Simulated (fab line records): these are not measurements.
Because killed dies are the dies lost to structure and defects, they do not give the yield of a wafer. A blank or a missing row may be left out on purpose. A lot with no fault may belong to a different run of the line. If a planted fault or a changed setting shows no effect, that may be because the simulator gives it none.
Matching of chambers :: flow nand_harc :: 4 sister chambers for NHARC_A_CHANNEL_FILL_D1_ALD_25 on ald_hk-01
The step deposits SiOx, target thk 60 nm, pulse time 10 s, ald cycles 600. 18 wafers are shown with their chamber, then 9 later ones without.

WAFERS, EACH WITH ITS CHAMBER
wafer: L077.3
chamber: 3
heater_power_w (W): 491
precursor_pulse_height_rel: 1.020

wafer: L077.5
chamber: 0
heater_power_w (W): 434
precursor_pulse_height_rel: 0.985

wafer: L077.6
chamber: 1
heater_power_w (W): 405
precursor_pulse_height_rel: 1.011

wafer: L078.3
chamber: 3
heater_power_w (W): 477
precursor_pulse_height_rel: 1.052

wafer: L078.4
chamber: 2
heater_power_w (W): 495
precursor_pulse_height_rel: 0.990

wafer: L078.5
chamber: 2
heater_power_w (W): 507
precursor_pulse_height_rel: 1.005

wafer: L081.1
chamber: 3
heater_power_w (W): 497
precursor_pulse_height_rel: 1.019

wafer: L081.2
chamber: 2
heater_power_w (W): 493
precursor_pulse_height_rel: 1.002

wafer: L081.6
chamber: 0
heater_power_w (W): 434
precursor_pulse_height_rel: 1.034

wafer: L083.3
chamber: 0
heater_power_w (W): 436
precursor_pulse_height_rel: 0.992

wafer: L083.4
chamber: 1
heater_power_w (W): 417
precursor_pulse_height_rel: 1.013

wafer: L083.2
chamber: 3
heater_power_w (W): 487
precursor_pulse_height_rel: 1.022

wafer: L087.2
chamber: 0
heater_power_w (W): 430
precursor_pulse_height_rel: 0.991

wafer: L087.3
chamber: 1
heater_power_w (W): 415
precursor_pulse_height_rel: 0.985

wafer: L087.5
chamber: 0
heater_power_w (W): 433
precursor_pulse_height_rel: 1.024

wafer: L088.4
chamber: 0
heater_power_w (W): 442
precursor_pulse_height_rel: 1.059

wafer: L088.2
chamber: 2
heater_power_w (W): 506
precursor_pulse_height_rel: 1.018

wafer: L088.5
chamber: 1
heater_power_w (W): 415
precursor_pulse_height_rel: 1.009

SIGNATURES (means of the wafers above)
reading: heater_power_w
chamber 0: 434.83
chamber 1: 413.00
chamber 2: 500.25
chamber 3: 488.00
scatter within a chamber: 6.21

reading: precursor_pulse_height_rel
chamber 0: 1.01417
chamber 1: 1.00450
chamber 2: 1.00375
chamber 3: 1.02825
scatter within a chamber: 0.0208
Rule: a wafer lies at a distance from a chamber equal to the root of the sum of squares, over the readings, of (its reading less the chamber's mean, divided by the reading's scatter). If the next closest chamber is less than 2 further off than the closest, the wafer can't be placed; otherwise it belongs to the closest. The scatter is the square root of a quotient: the sum, over the shown wafers, of each reading's squared deviation from its chamber's mean, divided by wafers minus chambers.

WAFERS WITH NO CHAMBER GIVEN
wafer: L090.3
heater_power_w (W): 523
precursor_pulse_height_rel: 1.026

wafer: L090.1
heater_power_w (W): 432
precursor_pulse_height_rel: 0.987

wafer: L090.5
heater_power_w (W): 501
precursor_pulse_height_rel: 1.023

wafer: L092.4
heater_power_w (W): 433
precursor_pulse_height_rel: 0.985

wafer: L092.1
heater_power_w (W): 496
precursor_pulse_height_rel: 0.987

wafer: L092.6
heater_power_w (W): 485
precursor_pulse_height_rel: 0.986

wafer: L095.3
heater_power_w (W): 417
precursor_pulse_height_rel: 0.994

wafer: L095.5
heater_power_w (W): 411
precursor_pulse_height_rel: 0.997

wafer: L095.6
heater_power_w (W): 452
precursor_pulse_height_rel: 1.015

THE CHAMBER EACH PASSED THROUGH
wafer: L090.3
from the rows above: can't be placed: 2 or 3
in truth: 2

wafer: L090.1
from the rows above: can't be placed: 0 or 1
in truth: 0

wafer: L090.5
from the rows above: can't be placed: 2 or 3
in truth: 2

wafer: L092.4
from the rows above: can't be placed: 0 or 1
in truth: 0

wafer: L092.1
from the rows above: can't be placed: 2 or 3
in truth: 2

wafer: L092.6
from the rows above: can't be placed: 3 or 2
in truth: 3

wafer: L095.3
from the rows above: 1
in truth: 1

wafer: L095.5
from the rows above: 1
in truth: 1

wafer: L095.6
from the rows above: 0
in truth: 0
Correct placement for 3 of the 9. Cannot be placed on the basis of these rows: 6; the candidates contain the true chamber in 6. Number placed wrongly: 0.
